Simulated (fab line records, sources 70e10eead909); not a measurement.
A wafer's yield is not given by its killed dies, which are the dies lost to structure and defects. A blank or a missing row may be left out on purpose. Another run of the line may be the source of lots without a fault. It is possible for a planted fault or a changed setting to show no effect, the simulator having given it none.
fab line records + flow nand_harc
[record]
- lots = 6
- wafers = 18
- last_day = 24
route steps=1159 shown P_BONDPAD@360 END@1159
lots with no fault: from the same line, run without faults
start_h: start of the lot's first displayed wafer, in hours after the record's first day + wait_h: how many hours have passed since the lot's step before this one + " repeats the value in the row above + L1.1+2: several wafers, shown together as one row + - value missing, or start not given + * or withheld: withheld + < > ~ a bound
route shown NAME@n: NAME is a module with steps in the file, n the number in the route of the first one + usual: average and standard deviation across the fault-free wafers + same: alike in all rows + chamber/n: place in a boat + sites: the reading at each site + _std_site: standard deviation of those values + _edge_site: inner sites' mean taken away from outer sites' mean + radius_mm: how far each site lies from the wafer's centre + mask NAME#n: copy n + behind: tool/chamber where the wafer was last shaped + hold: why the lot was held/for how many hours/how that ended + device: names the non-switching transistor (n, p or np) + end of line: the route-end tests of the same wafers + a step without rows: its recipe alone + killed: at the first sort, the dies lost to defects and structure; wafer yield is something else + map: the dies of a wafer, with x for killed, . for not killed, _ for no die there
set.NAME: the run value of the setting; set.NAME@STEP: its run value at that earlier step + model.NAME: the simulator's own value behind a step, which no gauge read
certain route steps with their lots: each step a table, each wafer a row
services: the hour from which a tool's chamber was out of use, counted from the record's first day as start_h (under 0 if before that day), plus the number of hours and why
[[steps]]
[step NHARC_P_BONDPAD_EBR_05]
[step NHARC_P_BONDPAD_EXPOSE_06]
[recipe]
- na = 0.55
- dose_mj = 37.06
- mask_id = P_BPAD
[step NHARC_P_BONDPAD_PEB_07]
[recipe]
- peb_temp_c = 128
- peb_time_s = 80
[step NHARC_P_BONDPAD_DEVELOP_08]
[recipe]
- time_s = 50
- dev_temp_c = 22
[step NHARC_P_BONDPAD_CD_MEAS_09]
[recipe]
- target_cd_nm = 500
- landing_energy_ev = 500
[usual]
- cd_nm = 500.1/2.1
| lot.wafer | tool      | chamber | start_h | wait_h | cd_nm |
|-----------|-----------|---------|---------|--------|-------|
| L592.2    | cd_sem-01 | 0       | 140.13  | -      | 499.7 |
| L592.4    | "         | 0       | "       | "      | 501.6 |
| L592.5    | "         | 0       | "       | "      | 501.9 |
| L595.1    | cd_sem-01 | 0       | 150.05  | -      | 501.6 |
| L595.2    | "         | 0       | "       | "      | 498.3 |
| L595.5    | "         | 0       | "       | "      | 501.6 |
| L606.2    | cd_sem-02 | 0       | 227.39  | -      | 501.3 |
| L606.3    | "         | 0       | "       | "      | 500.0 |
| L606.6    | "         | 0       | "       | "      | 503.2 |
| L605.4    | cd_sem-03 | 0       | 231.55  | -      | 502.0 |
| L605.5    | "         | 0       | "       | "      | 499.6 |
| L605.6    | "         | 0       | "       | "      | 502.6 |
| L610.2    | cd_sem-01 | 0       | 241.36  | -      | 499.1 |
| L610.4    | "         | 0       | "       | "      | 499.0 |
| L610.5    | "         | 0       | "       | "      | 502.2 |
| L614.1    | cd_sem-03 | 0       | 263.45  | -      | 497.4 |
| L614.4    | "         | 0       | "       | "      | 501.7 |
| L614.5    | "         | 0       | "       | "      | 503.5 |
[step NHARC_P_BONDPAD_OVL_MEAS_38]
[usual]
- overlay_x_nm = 1/6
- overlay_y_nm = -1/5.6
| lot.wafer | tool       | chamber | start_h | wait_h | overlay_x_nm | overlay_y_nm |
|-----------|------------|---------|---------|--------|--------------|--------------|
| L592.2    | overlay-01 | -       | 140.22  | -      | 8            | -8           |
| L592.4    | "          | -       | "       | "      | 7            | -8           |
| L592.5    | "          | -       | "       | "      | 8            | -8           |
| L595.1    | overlay-01 | -       | 150.13  | -      | 10           | 5            |
| L595.2    | "          | -       | "       | "      | 11           | 5            |
| L595.5    | "          | -       | "       | "      | 10           | 5            |
| L606.2    | overlay-01 | -       | 227.48  | -      | 1            | -4           |
| L606.3    | "          | -       | "       | "      | 1            | -4           |
| L606.6    | "          | -       | "       | "      | 1            | -4           |
| L605.4    | overlay-01 | -       | 231.63  | -      | -8           | 7            |
| L605.5    | "          | -       | "       | "      | -8           | 7            |
| L605.6    | "          | -       | "       | "      | -8           | 8            |
| L610.2    | overlay-01 | -       | 241.47  | -      | -1           | 0            |
| L610.4    | "          | -       | "       | "      | 0            | 0            |
| L610.5    | "          | -       | "       | "      | -1           | 0            |
| L614.1    | overlay-02 | -       | 263.54  | -      | 0            | 2            |
| L614.4    | "          | -       | "       | "      | 0            | 2            |
| L614.5    | "          | -       | "       | "      | 0            | 2            |
[step NHARC_P_BONDPAD_HARDBAKE_10]
[recipe]
- temp_c = 118
- time_s = 65
[step NHARC_P_BONDPAD_DESCUM_11]
[recipe]
- time_s = 3
- o2_flow_sccm = 200
- ar_flow_sccm = 0
- bias_power_w = 0
- chemistry = O2
[usual]
- chamber_pressure_mTorr = 60.01/0.19
- drypump_motor_current_A = 5.8/0.34
- oes_product_au = 0.997/0.013
- rf_vpp_V = 57.7/0.88
- showerhead_plenum_p_Torr = 1.90/0.085
- throttle_valve_pct = 11.312/0.0087
| lot.wafer | tool        | chamber | start_h | wait_h | chamber_pressure_mTorr | drypump_motor_current_A | oes_product_au | rf_hours_counter_h | rf_vpp_V | showerhead_plenum_p_Torr | throttle_valve_pct |
|-----------|-------------|---------|---------|--------|------------------------|-------------------------|----------------|--------------------|----------|--------------------------|--------------------|
| L592.2    | rie_diel-02 | 3       | 140.34  | -      | 59.91                  | 6.7                     | 0.975          | 58                 | 58.0     | 2.04                     | 11.307             |
| L592.4    | "           | 0       | "       | "      | 60.04                  | 5.4                     | 0.973          | 60                 | 58.0     | 2.01                     | 11.306             |
| L592.5    | "           | 3       | "       | "      | 60.04                  | 6.7                     | 0.967          | -                  | 58.3     | 2.04                     | 11.290             |
| L595.2    | rie_diel-11 | 3       | 150.26  | -      | 59.99                  | 6.0                     | 1.004          | 47                 | 56.6     | 1.89                     | 11.313             |
| L595.1    | "           | 1       | "       | "      | 60.02                  | 5.7                     | 0.996          | 43                 | 57.8     | 1.99                     | 11.300             |
| L595.5    | "           | 3       | "       | "      | 60.02                  | 6.0                     | 1.007          | -                  | 58.5     | 1.89                     | 11.320             |
| L606.2    | rie_diel-11 | 1       | 227.61  | -      | 59.91                  | 5.6                     | 1.008          | 12                 | 58.0     | 1.98                     | 11.306             |
| L606.3    | "           | 3       | "       | "      | 60.05                  | 6.0                     | 1.005          | 9                  | 57.4     | 1.88                     | 11.321             |
| L606.6    | "           | 1       | "       | "      | 59.88                  | 5.7                     | 1.000          | -                  | 58.6     | 1.98                     | 11.320             |
| L605.4    | rie_diel-04 | 2       | 231.78  | -      | 60.05                  | 5.5                     | 0.995          | 8                  | 58.0     | 1.99                     | 11.313             |
| L605.6    | "           | 3       | "       | "      | 60.06                  | 5.8                     | 0.984          | -                  | 57.2     | 1.82                     | 11.309             |
| L605.5    | "           | 0       | "       | "      | 60.00                  | 5.7                     | 1.026          | -                  | 58.2     | 1.99                     | 11.307             |
| L610.2    | rie_diel-11 | 3       | 241.60  | -      | 59.98                  | 6.0                     | 0.997          | 13                 | 58.6     | 1.88                     | 11.319             |
| L610.4    | "           | 1       | "       | "      | 59.96                  | 5.7                     | 0.990          | 16                 | 58.5     | 1.98                     | 11.316             |
| L610.5    | "           | 3       | "       | "      | 59.96                  | 6.0                     | 0.999          | -                  | 56.9     | 1.88                     | 11.305             |
| L614.4    | rie_diel-11 | 3       | 263.68  | -      | 59.95                  | 6.0                     | 0.999          | 24                 | 57.3     | 1.88                     | 11.332             |
| L614.1    | "           | 0       | "       | "      | 60.10                  | 6.1                     | 1.016          | 25                 | 57.4     | 1.82                     | 11.319             |
| L614.5    | "           | 3       | "       | "      | 59.98                  | 6.0                     | 1.002          | -                  | 58.2     | 1.88                     | 11.320             |
[step NHARC_P_BONDPAD_ETCH_37]
[recipe]
- target_depth_a = 600
- overetch_a = 180
- time_s = 65.91
- ion_energy_ev = 200
- n2_flow_sccm = 150
- h2_flow_sccm = 150
- ar_flow_sccm = 0
- rf_w = 400
- bias_w = 150
- chemistry = N2/H2
[usual]
- chamber_pressure_mTorr = 30.001/0.026
- drypump_motor_current_A = 5.8/0.32
- oes_product_au = 0.998/0.014
- rf_vpp_V = 430.1/2.8
- run_length_s = 87.1/0.48
- showerhead_plenum_p_Torr = 2.03/0.094
- throttle_valve_pct = 14.172/0.011
| lot.wafer | tool        | chamber | start_h | wait_h | chamber_pressure_mTorr | drypump_motor_current_A | oes_product_au | rf_hours_counter_h | rf_vpp_V | run_length_s | showerhead_plenum_p_Torr | throttle_valve_pct |
|-----------|-------------|---------|---------|--------|------------------------|-------------------------|----------------|--------------------|----------|--------------|--------------------------|--------------------|
| L592.4    | rie_diel-02 | 0       | 140.43  | 0.1    | 29.992                 | 5.4                     | 0.996          | 60                 | 436.2    | 88.0         | 2.15                     | 14.165             |
| L592.2    | "           | 1       | "       | "      | 29.990                 | 5.4                     | 0.988          | 59                 | 427.5    | 87.9         | 1.91                     | 14.167             |
| L592.5    | "           | 0       | "       | "      | 29.982                 | 5.4                     | 0.983          | -                  | 434.6    | 87.9         | 2.15                     | 14.161             |
| L595.1    | rie_diel-11 | 0       | 150.34  | 0.1    | 30.021                 | 6.0                     | 1.008          | 44                 | 427.7    | 86.8         | 1.95                     | 14.169             |
| L595.2    | "           | 2       | "       | "      | 29.993                 | 6.4                     | 0.977          | 39                 | 427.4    | 86.4         | 1.98                     | 14.161             |
| L595.5    | "           | 0       | "       | "      | 29.978                 | 6.1                     | 1.018          | -                  | 428.6    | 86.7         | 1.95                     | 14.182             |
| L606.3    | rie_diel-11 | 1       | 227.75  | 0.1    | 29.961                 | 5.7                     | 1.002          | 12                 | 433.1    | 87.5         | 2.11                     | 14.161             |
| L606.2    | "           | 2       | "       | "      | 30.018                 | 6.4                     | 1.001          | 12                 | 427.1    | 87.0         | 1.97                     | 14.180             |
| L606.6    | "           | 3       | "       | "      | 30.045                 | 6.0                     | 0.994          | -                  | 429.4    | 87.5         | 2.01                     | 14.179             |
| L605.4    | rie_diel-04 | 1       | 231.85  | 0.1    | 30.019                 | 5.7                     | 1.012          | 10                 | 426.4    | 86.6         | 1.92                     | 14.178             |
| L605.6    | "           | 0       | "       | "      | 29.960                 | 5.6                     | 1.022          | -                  | 432.9    | 86.8         | 2.12                     | 14.169             |
| L605.5    | "           | 1       | "       | "      | 30.004                 | 5.7                     | 1.009          | -                  | 427.3    | 86.4         | 1.93                     | 14.181             |
| L610.2    | rie_diel-11 | 1       | 241.68  | 0.1    | 29.981                 | 5.7                     | 0.987          | 16                 | 433.5    | 87.5         | 2.11                     | 14.180             |
| L610.4    | "           | 3       | "       | "      | 29.982                 | 6.0                     | 0.999          | 13                 | 431.2    | 87.0         | 2.00                     | 14.184             |
| L610.5    | "           | 1       | "       | "      | 29.980                 | 5.7                     | 0.997          | -                  | 431.5    | 87.6         | 2.11                     | 14.168             |
| L614.4    | rie_diel-11 | 0       | 263.76  | 0.1    | 30.041                 | 6.1                     | 1.034          | 25                 | 428.9    | 87.2         | 1.94                     | 14.176             |
| L614.1    | "           | 2       | "       | "      | 30.014                 | 6.4                     | 1.008          | 25                 | 429.3    | 86.8         | 1.97                     | 14.150             |
| L614.5    | "           | 0       | "       | "      | 30.027                 | 6.1                     | 1.012          | -                  | 428.4    | 86.7         | 1.94                     | 14.181             |
[step NHARC_P_BONDPAD_ETCH_12]
[recipe]
- target_depth_a = 2000
- time_s = 100
- chf3_flow_sccm = 50
- o2_flow_sccm = 10
- ar_flow_sccm = 200
- rf_w = 500
- bias_w = 200
- chemistry = CHF3/O2
[usual]
- chamber_pressure_mTorr = 25.002/0.021
- drypump_motor_current_A = 5.8/0.34
- oes_product_au = 0.935/0.024
- rf_vpp_V = 370.3/2.5
- run_length_s = 121.2/0.46
- showerhead_plenum_p_Torr = 2.39/0.1
- throttle_valve_pct = 20.573/0.0079
| lot.wafer | tool        | chamber | start_h | wait_h | chamber_pressure_mTorr | drypump_motor_current_A | oes_product_au | rf_hours_counter_h | rf_vpp_V | run_length_s | showerhead_plenum_p_Torr | throttle_valve_pct |
|-----------|-------------|---------|---------|--------|------------------------|-------------------------|----------------|--------------------|----------|--------------|--------------------------|--------------------|
| L592.2    | rie_diel-02 | 3       | -       | -      | 24.974                 | 6.7                     | 0.905          | 58                 | 373.9    | 121.6        | 2.55                     | 20.574             |
| L592.4    | "           | 2       | "       | "      | 25.020                 | 6.5                     | 0.925          | 52                 | 366.9    | 120.8        | 2.24                     | 20.577             |
| L592.5    | "           | 0       | "       | "      | 24.987                 | 5.4                     | 0.921          | -                  | 372.1    | 121.8        | 2.52                     | 20.571             |
| L595.1    | rie_diel-11 | 2       | -       | -      | 24.957                 | 6.4                     | 0.914          | 39                 | 370.7    | 120.4        | 2.34                     | 20.590             |
| L595.2    | "           | 3       | "       | "      | 25.040                 | 6.0                     | 0.920          | 47                 | 369.7    | 121.7        | 2.37                     | 20.582             |
| L595.5    | "           | 2       | "       | "      | 25.013                 | 6.4                     | 0.914          | -                  | 370.5    | 120.5        | 2.34                     | 20.579             |
| L606.3    | rie_diel-11 | 0       | -       | -      | 24.980                 | 6.0                     | 0.938          | 9                  | 367.6    | 120.8        | 2.29                     | 20.580             |
| L606.2    | "           | 2       | "       | "      | 25.061                 | 6.4                     | 0.941          | 12                 | 368.1    | 120.7        | 2.33                     | 20.584             |
| L606.6    | "           | 1       | "       | "      | 24.987                 | 5.7                     | 0.934          | -                  | 374.0    | 121.7        | 2.48                     | 20.582             |
| L605.4    | rie_diel-04 | 1       | -       | -      | 25.003                 | 5.7                     | 0.920          | 10                 | 366.9    | 121.0        | 2.28                     | 20.577             |
| L605.5    | "           | 2       | "       | "      | 25.003                 | 5.5                     | 0.913          | -                  | 371.7    | 121.3        | 2.49                     | 20.564             |
| L605.6    | "           | 3       | "       | "      | 24.996                 | 5.9                     | 0.903          | -                  | 369.3    | 121.7        | 2.29                     | 20.569             |
| L610.4    | rie_diel-11 | 2       | -       | -      | 25.022                 | 6.4                     | 0.968          | 16                 | 369.9    | 120.6        | 2.33                     | 20.572             |
| L610.2    | "           | 3       | "       | "      | 25.006                 | 6.0                     | 0.960          | 13                 | 369.8    | 121.2        | 2.36                     | 20.575             |
| L610.5    | "           | 0       | "       | "      | 25.047                 | 6.1                     | 0.992          | -                  | 368.6    | 121.0        | 2.29                     | 20.582             |
| L614.4    | rie_diel-11 | 0       | -       | -      | 25.018                 | 6.1                     | 0.936          | 25                 | 367.0    | 120.8        | 2.29                     | 20.576             |
| L614.1    | "           | 2       | "       | "      | 24.998                 | 6.5                     | 0.923          | 25                 | 368.2    | 120.7        | 2.32                     | 20.566             |
| L614.5    | "           | 3       | "       | "      | 24.934                 | 6.1                     | 0.927          | -                  | 368.3    | 121.2        | 2.36                     | 20.572             |
[step NHARC_P_BONDPAD_CD_MEAS_13]
[usual]
- cd_nm = 500.2/2.5
| lot.wafer | tool      | chamber | start_h | wait_h | cd_nm |
|-----------|-----------|---------|---------|--------|-------|
| L592.2    | cd_sem-02 | -       | 140.66  | -      | 499.7 |
| L592.4    | "         | -       | "       | "      | 499.4 |
| L592.5    | "         | -       | "       | "      | 500.3 |
| L595.1    | cd_sem-02 | -       | 150.78  | -      | 503.1 |
| L595.2    | "         | -       | "       | "      | 499.0 |
| L595.5    | "         | -       | "       | "      | 502.1 |
| L606.2    | cd_sem-02 | -       | 228.07  | -      | 501.0 |
| L606.3    | "         | -       | "       | "      | 499.8 |
| L606.6    | "         | -       | "       | "      | 503.1 |
| L605.4    | cd_sem-03 | -       | 232.07  | -      | 501.9 |
| L605.5    | "         | -       | "       | "      | 498.0 |
| L605.6    | "         | -       | "       | "      | 503.8 |
| L610.2    | cd_sem-01 | -       | 241.91  | -      | 498.9 |
| L610.4    | "         | -       | "       | "      | 497.9 |
| L610.5    | "         | -       | "       | "      | 503.1 |
| L614.1    | cd_sem-01 | -       | 263.98  | -      | 496.5 |
| L614.4    | "         | -       | "       | "      | 501.9 |
| L614.5    | "         | -       | "       | "      | 504.0 |
[step NHARC_P_BONDPAD_STRIP_15]
[recipe]
- o2_flow_sccm = 500
- ar_flow_sccm = 0
- bias_w = 0
- chemistry = O2
[usual]
- chamber_pressure_mTorr = 60.00/0.056
- drypump_motor_current_A = 5.75/0.24
- oes_product_au = 0.996/0.013
- rf_vpp_V = 57.6/0.86
- showerhead_plenum_p_Torr = 3.50/0.15
- throttle_valve_pct = 17.037/0.0091
| lot.wafer | tool        | chamber | start_h | wait_h | chamber_pressure_mTorr | drypump_motor_current_A | oes_product_au | rf_hours_counter_h | rf_vpp_V | showerhead_plenum_p_Torr | throttle_valve_pct |
|-----------|-------------|---------|---------|--------|------------------------|-------------------------|----------------|--------------------|----------|--------------------------|--------------------|
| L592.2    | rie_diel-02 | 0       | 140.74  | 0.1    | 60.01                  | 5.40                    | 0.979          | 60                 | 57.2     | 3.69                     | 17.034             |
| L592.4    | "           | 1       | "       | "      | 59.96                  | 5.41                    | 0.991          | 59                 | 55.5     | 3.33                     | 17.032             |
| L592.5    | "           | 1       | "       | "      | 59.96                  | 5.38                    | 0.999          | -                  | 57.2     | 3.33                     | 17.041             |
| L595.2    | rie_diel-04 | 1       | 150.86  | 0.1    | 59.93                  | 5.72                    | 0.997          | 3                  | 58.0     | 3.35                     | 17.031             |
| L595.1    | "           | 0       | "       | "      | 59.93                  | 5.68                    | 1.008          | 3                  | 57.6     | 3.66                     | 17.047             |
| L595.5    | "           | 1       | "       | "      | 59.98                  | 5.75                    | 0.993          | -                  | 56.9     | 3.35                     | 17.042             |
| L606.2    | rie_diel-04 | 0       | 228.14  | 0.1    | 60.04                  | 5.68                    | 1.020          | 9                  | 57.5     | 3.66                     | 17.048             |
| L606.3    | "           | 3       | "       | "      | 60.13                  | 5.85                    | 0.976          | 10                 | 58.3     | 3.37                     | 17.027             |
| L606.6    | "           | 1       | "       | "      | 59.98                  | 5.71                    | 1.000          | -                  | 58.1     | 3.35                     | 17.033             |
| L605.4    | rie_diel-04 | 1       | 232.19  | 0.1    | 60.04                  | 5.72                    | 0.995          | 10                 | 57.7     | 3.35                     | 17.047             |
| L605.5    | "           | 2       | "       | "      | 60.08                  | 5.51                    | 0.984          | -                  | 57.1     | 3.66                     | 17.034             |
| L605.6    | "           | 3       | "       | "      | 59.99                  | 5.85                    | 0.978          | -                  | 57.6     | 3.37                     | 17.027             |
| L610.4    | rie_diel-11 | 2       | 241.98  | 0.1    | 59.95                  | 6.41                    | 1.007          | 16                 | 56.7     | 3.42                     | 17.034             |
| L610.2    | "           | 0       | "       | "      | 60.05                  | 6.06                    | 1.010          | 14                 | 58.1     | 3.37                     | 17.057             |
| L610.5    | "           | 3       | "       | "      | 59.98                  | 6.00                    | 1.003          | -                  | 58.8     | 3.47                     | 17.037             |
| L614.4    | rie_diel-02 | 3       | 264.06  | 0.1    | 60.09                  | 6.67                    | 0.989          | 43                 | 56.9     | 3.71                     | 17.056             |
| L614.1    | "           | 1       | "       | "      | 60.04                  | 5.40                    | 0.988          | 40                 | 56.4     | 3.30                     | 17.042             |
| L614.5    | "           | 3       | "       | "      | 60.01                  | 6.71                    | 0.996          | -                  | 59.1     | 3.71                     | 17.041             |
[step NHARC_P_BONDPAD_ETCH_24]
[recipe]
- target_depth_a = 300
- over_etch_frac = 0.3
- time_s = 72.99
- ion_energy_ev = 150
- cf4_flow_sccm = 50
- n2_flow_sccm = 100
- ar_flow_sccm = 150
- rf_w = 300
- bias_w = 100
- chemistry = CF4/N2
[usual]
- chamber_pressure_mTorr = 29.998/0.026
- drypump_motor_current_A = 5.74/0.23
- oes_product_au = 0.999/0.015
- rf_vpp_V = 313.6/2.1
- run_length_s = 94.1/0.46
- showerhead_plenum_p_Torr = 2.60/0.11
- throttle_valve_pct = 19.795/0.0095
| lot.wafer | tool        | chamber | start_h | wait_h | chamber_pressure_mTorr | drypump_motor_current_A | oes_product_au | rf_hours_counter_h | rf_vpp_V | run_length_s | showerhead_plenum_p_Torr | throttle_valve_pct |
|-----------|-------------|---------|---------|--------|------------------------|-------------------------|----------------|--------------------|----------|--------------|--------------------------|--------------------|
| L592.2    | rie_diel-02 | 1       | 140.89  | -      | 30.007                 | 5.40                    | 0.987          | 59                 | 312.0    | 95.3         | 2.47                     | 19.798             |
| L592.4    | "           | 0       | "       | "      | 29.961                 | 5.40                    | 0.974          | 60                 | 316.0    | 94.9         | 2.75                     | 19.791             |
| L592.5    | "           | 2       | "       | "      | 30.014                 | 6.46                    | 0.990          | -                  | 311.8    | 93.8         | 2.45                     | 19.802             |
| L595.1    | rie_diel-04 | 3       | 151.02  | -      | 29.997                 | 5.84                    | 0.992          | 3                  | 312.0    | 94.3         | 2.51                     | 19.804             |
| L595.2    | "           | 1       | "       | "      | 29.998                 | 5.67                    | 0.987          | 3                  | 311.9    | 94.0         | 2.49                     | 19.816             |
| L595.5    | "           | 2       | "       | "      | 29.951                 | 5.53                    | 0.989          | -                  | 315.3    | 94.0         | 2.73                     | 19.793             |
| L606.2    | rie_diel-04 | 0       | 228.29  | -      | 30.030                 | 5.63                    | 1.020          | 9                  | 315.7    | 96.7         | 2.72                     | 19.795             |
| L606.3    | "           | 1       | "       | "      | 30.018                 | 5.69                    | 1.000          | 10                 | 311.3    | 93.4         | 2.49                     | 19.811             |
| L606.6    | "           | 1       | "       | "      | 29.978                 | 5.67                    | 1.000          | -                  | 312.5    | 96.6         | 2.49                     | 19.795             |
| L605.4    | rie_diel-04 | 0       | 232.31  | -      | 30.010                 | 5.65                    | 1.031          | 9                  | 315.8    | 93.7         | 2.72                     | 19.783             |
| L605.6    | "           | 2       | "       | "      | 29.989                 | 5.53                    | 0.991          | -                  | 315.0    | 97.5         | 2.72                     | 19.783             |
| L605.5    | "           | 3       | "       | "      | 30.004                 | 5.85                    | 0.990          | -                  | 312.9    | 94.5         | 2.50                     | 19.783             |
| L610.2    | rie_diel-11 | 1       | 242.13  | -      | 30.002                 | 5.65                    | 0.999          | 16                 | 314.6    | 94.7         | 2.71                     | 19.781             |
| L610.4    | "           | 0       | "       | "      | 29.994                 | 6.03                    | 1.016          | 14                 | 311.8    | 94.1         | 2.51                     | 19.798             |
| L610.5    | "           | 2       | "       | "      | 30.017                 | 6.39                    | 1.014          | -                  | 313.1    | 93.5         | 2.55                     | 19.790             |
| L614.4    | rie_diel-02 | 2       | 264.22  | -      | 30.001                 | 6.45                    | 1.003          | 38                 | 311.6    | 93.7         | 2.43                     | 19.791             |
| L614.1    | "           | 3       | "       | "      | 30.021                 | 6.65                    | 0.994          | 43                 | 316.3    | 94.7         | 2.76                     | 19.794             |
| L614.5    | "           | 0       | "       | "      | 30.005                 | 5.40                    | 0.995          | -                  | 315.7    | 94.8         | 2.73                     | 19.785             |
[step NHARC_P_BONDPAD_STRIP_16]
[recipe]
- time_s = 600
- temp_c = 30
- chemistry = post_etch_residue_remover
[step NHARC_END_SORT_01]
[recipe]
- temp_c = 25
[usual]
- defect_limited_yield = 95.1/1.6
- killed_at_array = 29/11
- killed_at_other = 0.6/1
- killed_at_periphery = 3.1/2.1
- killed_dies = 33/11
- killed_open = 3.1/1.9
- killed_short = 1.9/1.5
- sort_bin_2_pct = 1.5/0.66
- sort_bin_3_pct = 0.29/0.23
- sort_bin_4_pct = 3.1/0.98
- sort_n_pass = 644/11
- sort_rim_yield_pct = 96.9/2.3
- sort_yield_pct = 95.1/1.6
[same]
- gross_dies = 677
- sort_bin_5_pct[%] = 0
- sort_bin_6_pct[%] = 0
- sort_bin_7_pct[%] = 0
- sort_bin_8_pct[%] = 0
- sort_rim_n_gross = 106.00
| lot.wafer | tool      | chamber | start_h | wait_h | defect_limited_yield[%] | killed_at_array | killed_at_other | killed_at_periphery | killed_dies | killed_open | killed_short | sort_bin_2_pct[%] | sort_bin_3_pct[%] | sort_bin_4_pct[%] | sort_n_pass | sort_rim_yield_pct[%] | sort_yield_pct[%] |
|-----------|-----------|---------|---------|--------|-------------------------|-----------------|-----------------|---------------------|-------------|-------------|--------------|-------------------|-------------------|-------------------|-------------|-----------------------|-------------------|
| L606.2    | prober-01 | 0       | 546.96  | 2.8    | 95.0                    | 30              | 0               | 4                   | 34          | 3           | 1            | 2.2               | 0.15              | 2.7               | 643         | 99.1                  | 95.0              |
| L606.3    | prober-01 | 0       | 547.75  | 3.1    | 93.1                    | 40              | 0               | 7                   | 47          | 9           | 0            | 2.5               | 0.44              | 4.0               | 630         | 95.3                  | 93.1              |
| L606.6    | prober-01 | 0       | 550.13  | 4.0    | 94.1                    | 32              | 0               | 8                   | 40          | 7           | 3            | 2.7               | 0.30              | 3.0               | 637         | 97.2                  | 94.1              |
| L610.2    | prober-02 | 0       | 549.82  | 2.8    | 98.4                    | 9               | 0               | 2                   | 11          | 2           | 2            | 0.6               | 0                 | 1.0               | 666         | 98.1                  | 98.4              |
| L610.4    | prober-02 | 0       | 551.40  | 3.4    | 97.9                    | 12              | 0               | 2                   | 14          | 3           | 0            | 0.9               | 0.15              | 1.0               | 663         | 97.2                  | 97.9              |
| L610.5    | prober-02 | 0       | 552.20  | 3.7    | 96.6                    | 18              | 0               | 5                   | 23          | 2           | 1            | 1.0               | 0.15              | 2.2               | 654         | 99.1                  | 96.6              |
// killed by level:class
L606.2 A_CHANNEL_HOLE_D1:chamber_film_flake=22 A_STAIRCASE:chamber_film_flake=5 P_CONTACT:geometric_particle:open=1 P_M1:geometric_particle:open=1 A_SOURCE_PLATE:geometric_particle:short=1 A_BLC:geometric_particle:open=1 P_STI:chamber_film_flake=1 P_GATE:chamber_film_flake=1
L606.3 A_CHANNEL_HOLE_D1:chamber_film_flake=25 A_CONTACT:chamber_film_flake=6 A_STAIRCASE:chamber_film_flake=3 P_CONTACT:geometric_particle:open=2 P_M0:geometric_particle:open=2 A_BLC:geometric_particle:open=2 P_GATE:chamber_film_flake=2 A_SOURCE_PLATE:geometric_particle:open=1
L610.2 A_CHANNEL_HOLE_D1:chamber_film_flake=5 A_M0:chamber_film_flake=2 P_GATE:geometric_particle:open=1 P_M2:geometric_particle:open=1 A_CONTACT:geometric_particle:short=1 A_BLC:geometric_particle:short=1
L606.6 A_CHANNEL_HOLE_D1:chamber_film_flake=23 A_CONTACT:chamber_film_flake=3 P_CONTACT:geometric_particle:open=2 A_CONTACT:geometric_particle:open=2 A_M0:geometric_particle:open=2 P_GATE:chamber_film_flake=2 P_STI:geometric_particle:short=1 P_CONTACT:geometric_particle:short=1
L610.4 A_CHANNEL_HOLE_D1:chamber_film_flake=5 A_STAIRCASE:chamber_film_flake=3 A_CONTACT:chamber_film_flake=2 P_CONTACT:geometric_particle:open=1 A_SOURCE_PLATE:geometric_particle:open=1 A_M0:geometric_particle:open=1 P_GATE:chamber_film_flake=1
L610.5 A_CHANNEL_HOLE_D1:chamber_film_flake=6 A_CONTACT:chamber_film_flake=5 P_GATE:chamber_film_flake=3 A_STAIRCASE:chamber_film_flake=3 A_M0:chamber_film_flake=2 P_M0:geometric_particle:open=1 A_CONTACT:geometric_particle:open=1 A_M1:geometric_particle:short=1
[[services]]
| tool        | chamber | start_h | hours | kind       |
|-------------|---------|---------|-------|------------|
| rie_diel-02 | 1       | 118.90  | 1.8   | repair     |
| rie_diel-11 | 0       | 120.06  | -     | clean      |
| rie_diel-11 | 1       | 120.06  | -     | clean      |
| rie_diel-11 | 2       | 120.06  | -     | clean      |
| rie_diel-11 | 3       | 120.06  | -     | clean      |
| rie_diel-11 | 0       | 144.57  | -     | clean      |
| rie_diel-11 | 1       | 144.57  | -     | clean      |
| rie_diel-11 | 2       | 144.57  | -     | clean      |
| rie_diel-11 | 3       | 144.57  | -     | clean      |
| rie_diel-02 | -       | 150.94  | 9.0   | pm         |
| rie_diel-11 | 0       | 169.07  | -     | clean      |
| rie_diel-11 | 1       | 169.07  | -     | clean      |
| rie_diel-11 | 2       | 169.07  | -     | clean      |
| rie_diel-11 | 3       | 169.07  | -     | clean      |
| rie_diel-04 | 2       | 185.65  | 9.5   | repair     |
| rie_diel-11 | -       | 189.53  | 9.0   | pm         |
| rie_diel-11 | 0       | 189.53  | 9.0   | vent_cycle |
| rie_diel-11 | 1       | 189.53  | 9.0   | vent_cycle |
| rie_diel-11 | 2       | 189.53  | 9.0   | vent_cycle |
| rie_diel-04 | -       | 189.96  | 0.5   | repair     |
| rie_diel-04 | 0       | 190.58  | 9.3   | repair     |
| rie_diel-04 | 1       | 240.11  | 6.5   | repair     |
| rie_diel-02 | 1       | 257.50  | 4.1   | repair     |
| rie_diel-02 | 2       | 258.44  | 3.6   | repair     |
[[key]]
[first_sign]
- step = NHARC_P_BONDPAD_ETCH_24
- reading = run_length_s
- direction = up
- sigmas = 6.2
- usual = *
- struck = *
effect none on later readings
met_at NHARC_P_BONDPAD_ETCH_24
struck_wafers L605.6,L606.2,L606.6
onset_between 151.02 228.29
[fault]
- kind = process_parameter_drift
- tool = rie_diel-04
- chamber = -
- onset_h = 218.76
- steps = NHARC_P_BONDPAD_ETCH_24
- channel = time_s
- offset = *
- shape = step
- end_h = 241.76
- scope = struck_wafers_only
- acts_in = *
- stated = *
